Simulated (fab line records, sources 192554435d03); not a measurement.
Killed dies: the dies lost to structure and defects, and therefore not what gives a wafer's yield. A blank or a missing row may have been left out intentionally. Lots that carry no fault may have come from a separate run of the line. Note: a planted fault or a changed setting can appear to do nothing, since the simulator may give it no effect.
Chamber matching    flow n5 finfet    N5_GATE_CUT_CMP_61 on cmp-01 has 4 sister chambers
The step polishes, stops on SiNx, t overpolish 3 s. 4 wafers are shown with their chamber, then 10 later ones without.

== WAFERS PAIRED WITH THEIR CHAMBERS ==
wafer   chamber  motor current A (A)
L083.3  0        11.8
L083.5  2        11.2
L084.3  1        11.4
L084.5  3        13.4

== WAFERS MISSING THEIR CHAMBER ==
wafer   motor current A (A)
L084.6  11.6
L089.2  12.1
L089.3  13.5
L089.5  11.5
L092.3  12.7
L092.4  13.3
L092.5  10.6
L097.1  12.2
L097.2  11.3
L097.4  12.6

== CHAMBER TAKEN BY EACH ==
wafer   from the rows above                in truth
L084.6  can't be placed: 1 or 0 or 2       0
L089.2  can't be placed: 0 or 1 or 2       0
L089.3  3                                  3
L089.5  can't be placed: 1 or 0 or 2       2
L092.3  can't be placed: 3 or 0 or 1 or 2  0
L092.4  3                                  3
L092.5  can't be placed: 2 or 1 or 0       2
L097.1  can't be placed: 0 or 1 or 2 or 3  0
L097.2  can't be placed: 1 or 2 or 0       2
L097.4  can't be placed: 0 or 3 or 1 or 2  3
Correct placement for 2 of the 10. These rows do not allow placing 8 (true chamber among the candidates in 8). 0 placed wrongly.
How it was worked out, from the rows above alone: a wafer's distance from a chamber is the root of the sum, over the readings, of the square of ((its reading less the chamber's mean) divided by the reading's scatter). The wafer belongs to the nearest chamber; if the next one is less than 2 further off, it can't be placed. Each chamber's mean is taken over the wafers shown for it. The scatter: with one shown wafer a chamber, the root of the mean of the squares of how far each hidden wafer lies from its nearest shown one.
